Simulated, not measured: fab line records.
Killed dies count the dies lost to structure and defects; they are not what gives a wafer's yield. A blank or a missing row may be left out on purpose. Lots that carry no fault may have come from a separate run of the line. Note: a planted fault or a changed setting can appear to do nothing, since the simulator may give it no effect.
Problem report, 8D (eight disciplines) form, completed by code ; flow n5-finfet ; the parts of the form that need people (team, actions taken, sign-off) are left out

1. WHAT IS WRONG
etch-rf-on-time-s at N5_GATE_CUT_ETCH_36 reads a mean of 26.4 s on 2 wafers of 2 lots; wafers without a fault read 21.9 s with a standard deviation of 0.59. That puts it +7.7 standard deviations away from the usual mean.
The step: etches SiARC in CF4, target depth 13 nm, time 21.7 s.
Earliest sighting: wafer L815.6 on rie-diel-05 at day 6 08:45. The record has a number at this step for 24 wafers belonging to 8 lots. The rule behind "out" and "out of limits": a value lying over 4 standard deviations away from the usual mean. Any other wafer with a number is counted as sound.

2. WHAT THIS IS AND IS NOT
question;is;is not
which readings at this step;etch-rf-on-time-s;bias-w, cf4-flow-sccm, drypump-motor-current-A, oes-product-au, rf-vpp-V, showerhead-plenum-p-Torr, throttle-valve-pct
which lots;L815, L816;L810, L811, L813, L827, L829, L830
which wafers of those lots;L815.6, L816.5;L815.1, L815.4, L816.1, L816.2
read on which tools;rie-diel-05;rie-diel-03
when;from day 6 08:45;"up to then (11 sound wafers); but 11 sound wafers of L816, L827, L829, L830 came after"

3. WHAT RULES OUT EACH SUSPECT
Counting: any tool at a process step up to the reading remains a suspect provided it ran every lot that is out. Sound lots after the first of them don't rule it out here, since some wafers of a struck lot are sound.
- rie-diel-05 at N5_GATE_CUT_STRIP_59 (strips in N2/H2, time 20 s): kept. Every lot that is out went through it, the first being L815 (day 6 05:18); the last sound lot it ran before that was L810 (day 4 21:26).
- rie-diel-05 at N5_GATE_CUT_ETCH_36 (etches SiARC in CF4, target depth 13 nm, time 21.7 s): kept. Every lot that is out went through it, the first being L815 (day 6 08:45); the last sound lot it ran before that was L813 (day 5 17:29). Its own etch-rf-on-time-s readings are out on those wafers.
- At N5_GATE_CUT_STRIP_59, inside rie-diel-05: chamber 3 took the wafers that are out, while their sound lot-mates went through chambers 0, 1, 2.
Left after counting: rie-diel-05 at N5_GATE_CUT_STRIP_59, rie-diel-05 at N5_GATE_CUT_ETCH_36.

4. THE CAUSE (what the simulator had put in)
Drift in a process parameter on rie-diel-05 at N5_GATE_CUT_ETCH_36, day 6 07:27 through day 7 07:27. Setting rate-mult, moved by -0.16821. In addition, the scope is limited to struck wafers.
Of the 2 suspects that counting leaves, this tool is one.

5. THE CHAIN OF EFFECTS, in route order
One row per reading whose mean, taken over the struck wafers that have a number, lies over 3 standard deviations from the usual. Readings are gone through only where the record gives a usual standard deviation; hours: the median, over the lots, of the time from a lot's start at the first step in this table giving one to that lot's start at this step; sigmas: the change measured in usual standard deviations.
hours;step;reading;usual;on struck wafers;change;sigmas
0;N5_GATE_CUT_ETCH_36;etch-rf-on-time-s;21.9 s;26.4;+4.6;+7.7
Process steps it contains:
- N5_GATE_CUT_ETCH_36: etches SiARC in CF4, target depth 13 nm, time 21.7 s.
Later steps that measure or inspect, where all struck wafers having a row at the step show a number for every such reading and not one has moved that far: N5_BEOL_M4_RC_MEAS_101.

6. HOW IT WOULD HAVE BEEN CAUGHT EARLIER
In this record the first reading out of limits was taken at day 6 08:45, 1 hour after the fault began at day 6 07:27.
